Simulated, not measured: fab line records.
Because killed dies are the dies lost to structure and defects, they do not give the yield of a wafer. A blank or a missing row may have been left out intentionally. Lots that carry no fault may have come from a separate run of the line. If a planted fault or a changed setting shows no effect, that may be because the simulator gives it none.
Which tool was responsible? ; flow n5 finfet ; Sampling: 11 lots, 32 wafers, 4 of 1938 route steps

== WHAT THE GAUGES SHOWED, per wafer ==
No reading from a measuring or inspecting step in the record can be judged against a usual standard deviation.

== WHICH TOOL RAN EACH LOT (tool, then ch and the chambers of the sampled wafers, then the start) ==
lot;N5_BEOL_M10_ALD_74;N5_BEOL_M11_STRIP_67;N5_BEOL_M11_COAT_63;N5_BEOL_M11_ETCH_65
L660;ald metal-03 ch 1,2,3, day 10 13:52;rie diel-02 ch 2,3, day 10 19:47;litho track-03 ch 0, day 10 23:11;rie diel-06 ch 0,2,3, day 11 00:06
L663;ald metal-04 ch 0,1,3, day 11 12:01;rie diel-06 ch 0,1,2, day 11 16:14;litho track-02 ch 0, day 11 17:53;rie diel-03 ch 1,2,3, day 11 18:15
L664;ald metal-03 ch 0,2, day 11 12:23;rie diel-02 ch 1,2, day 11 17:19;litho track-03 ch 0, day 11 17:53;rie diel-06 ch 0,3, day 11 18:44
L665;ald metal-04 ch 0,2, day 11 20:29;rie diel-03 ch 0,3, day 12 06:28;litho track-02 ch 0, day 12 08:41;rie diel-03 ch 1,2, day 12 09:11
L667;ald metal-03 ch 0,2,3, day 12 02:56;rie diel-02 ch 1,2,3, day 12 10:24;litho track-02 ch 0, day 12 10:39;rie diel-03 ch 0,1,2, day 12 11:09
L669;ald metal-04 ch 1,2,3, day 12 11:10;rie diel-06 ch 1,2,3, day 12 15:43;litho track-02 ch 0, day 12 16:44;rie diel-06 ch 0,1,3, day 12 17:31
L676;ald metal-01 ch 0,2,3, day 14 16:42;rie diel-02 ch 0,2, day 14 21:09;litho track-03 ch 0, day 14 21:26;rie diel-06 ch 0,1, day 14 21:56
L677;ald metal-04 ch 0,1, day 15 02:09;rie diel-02 ch 0,3, day 15 07:23;litho track-04 ch 0, day 15 09:11;rie diel-03 ch 0,3, day 15 09:54
L679;ald metal-03 ch 0,3, day 15 14:54;rie diel-06 ch 0,1,3, day 15 19:08;litho track-03 ch 0, day 15 20:17;rie diel-02 ch 0,1, day 15 20:40
L682;ald metal-03 ch 0,3, day 16 02:16;rie diel-03 ch 0,1, day 16 09:09;litho track-04 ch 0, day 16 09:29;rie diel-02 ch 0,1,3, day 16 09:59
L681;ald metal-03 ch 2,3, day 16 04:19;rie diel-03 ch 0,1, day 16 09:28;litho track-02 ch 0, day 16 09:44;rie diel-03 ch 0,1,3, day 16 10:13
- N5_BEOL_M10_ALD_74: deposits TaN, target thk 2 nm, pulse time 2 s, purge time 3 s.
- N5_BEOL_M11_STRIP_67: strips in CF4.
- N5_BEOL_M11_COAT_63: time 60 s, resist thk 100 nm.
- N5_BEOL_M11_ETCH_65: etches SiARC in CF4, target depth 39 nm, time 65 s.

== AS READ BY THE TOOLS THEMSELVES (means over the sampled wafers that have a number; for cases with no such wafer, the mark the record gives instead) ==
N5_BEOL_M10_ALD_74.
lot;tool;chamber pressure Torr (Torr);heater power outer w (W);heater power w (W)
L660;ald metal-03;3.001;225;393
L663;ald metal-04;2.996;237;438
L664;ald metal-03;2.998;230;423
L665;ald metal-04;3.004;254;494
L667;ald metal-03;3.001;245;433
L669;ald metal-04;3.000;234;454
L676;ald metal-01;2.999;202;363
L677;ald metal-04;2.998;257;452
L679;ald metal-03;2.993;256;432
L682;ald metal-03;2.998;266;460
L681;ald metal-03;3.002;236;392

N5_BEOL_M11_STRIP_67.
lot;tool;drypump motor current A (A);oes product au (a.u.);rf vpp V (V);showerhead plenum p Torr (Torr);throttle valve pct (%)
L660;rie diel-02;5.6;0.86;270.1;1.76;13.4
L663;rie diel-06;5.7;0.81;271.2;1.79;13.7
L664;rie diel-02;6.3;0.87;270.6;1.78;13.5
L665;rie diel-03;6.0;0.83;271.3;1.77;13.3
L667;rie diel-02;6.0;0.84;270.9;1.77;13.5
L669;rie diel-06;5.4;0.82;272.0;1.82;13.6
L676;rie diel-02;6.2;0.92;271.6;1.83;13.2
L677;rie diel-02;5.7;0.86;270.9;1.81;13.3
L679;rie diel-06;5.6;0.81;271.3;1.81;13.5
L682;rie diel-03;6.0;0.81;269.9;1.72;13.4
L681;rie diel-03;5.8;0.76;269.9;1.73;13.7

N5_BEOL_M11_COAT_63.
lot;tool;heater power total W (W);plate temp C (C);spin speed rpm (rpm)
L660;litho track-03;499.7;249.89;1498.8
L663;litho track-02;500.3;249.91;1499.5
L664;litho track-03;499.4;249.90;1501.0
L665;litho track-02;502.8;249.81;1499.8
L667;litho track-02;478.9;242.01;1500.9
L669;litho track-02;481.1;241.71;1500.8
L676;litho track-03;499.0;249.81;1499.1
L677;litho track-04;501.5;249.92;1500.0
L679;litho track-03;498.9;249.93;1499.5
L682;litho track-04;501.0;249.87;1499.2
L681;litho track-02;502.5;250.16;1498.7

N5_BEOL_M11_ETCH_65.
lot;tool;drypump motor current A (A);etch rf on time s (s);oes product au (a.u.);rf vpp V (V);showerhead plenum p Torr (Torr);throttle valve pct (%)
L660;rie diel-06;5.6;66.9;0.68;184.4;2.19;15.7
L663;rie diel-03;6.0;67.3;0.64;184.1;2.15;15.8
L664;rie diel-06;5.6;66.3;0.70;185.5;2.22;15.5
L665;rie diel-03;6.3;66.7;0.70;183.2;2.14;15.6
L667;rie diel-03;6.2;65.7;0.71;183.4;2.10;15.5
L669;rie diel-06;5.6;62.6;0.73;184.8;2.17;15.5
L676;rie diel-06;5.7;62.8;0.73;183.5;2.11;15.6
L677;rie diel-03;6.0;65.9;0.76;184.0;2.12;15.3
L679;rie diel-02;6.3;66.5;0.73;183.8;2.19;15.3
L682;rie diel-02;6.1;64.9;0.69;183.9;2.14;15.4
L681;rie diel-03;5.9;65.8;0.70;183.4;2.10;15.6

== THE ANSWER, worked out from the rows above alone ==
Rule: the lots themselves supply what counts as usual. The widest of any qualifying gaps counts: lots, ordered by their means at a reading, are off when they make up no more than a third of the lots, leave a main group of 4 or more, and stand apart from it by 3 or more times the standard deviation of that group's means. If all means in a main group match to the digits the tables above print for the reading, that group is not used. A lot without any number at a reading at which 4 lots or more have one is off too. The other lots that the step has rows for count as sound. The gauges are gone through in route order, then the tools' own readings, and for those a lot's mean is taken as printed above. The first step at which some lot is off is used, and at that step the reading that is off furthest; a lot without a number counts as furthest.
Off: L667, L669, at N5_BEOL_M11_COAT_63 (plate temp C). Mean 249.91 C and standard deviation 0.097 in the main group.
A tool fits if, at that step or a process step before it, it ran every lot that is off, and no sound lot after the first of them. Not one of the candidates tried fits.

== WHAT THE SIMULATOR HAD PUT IN ==
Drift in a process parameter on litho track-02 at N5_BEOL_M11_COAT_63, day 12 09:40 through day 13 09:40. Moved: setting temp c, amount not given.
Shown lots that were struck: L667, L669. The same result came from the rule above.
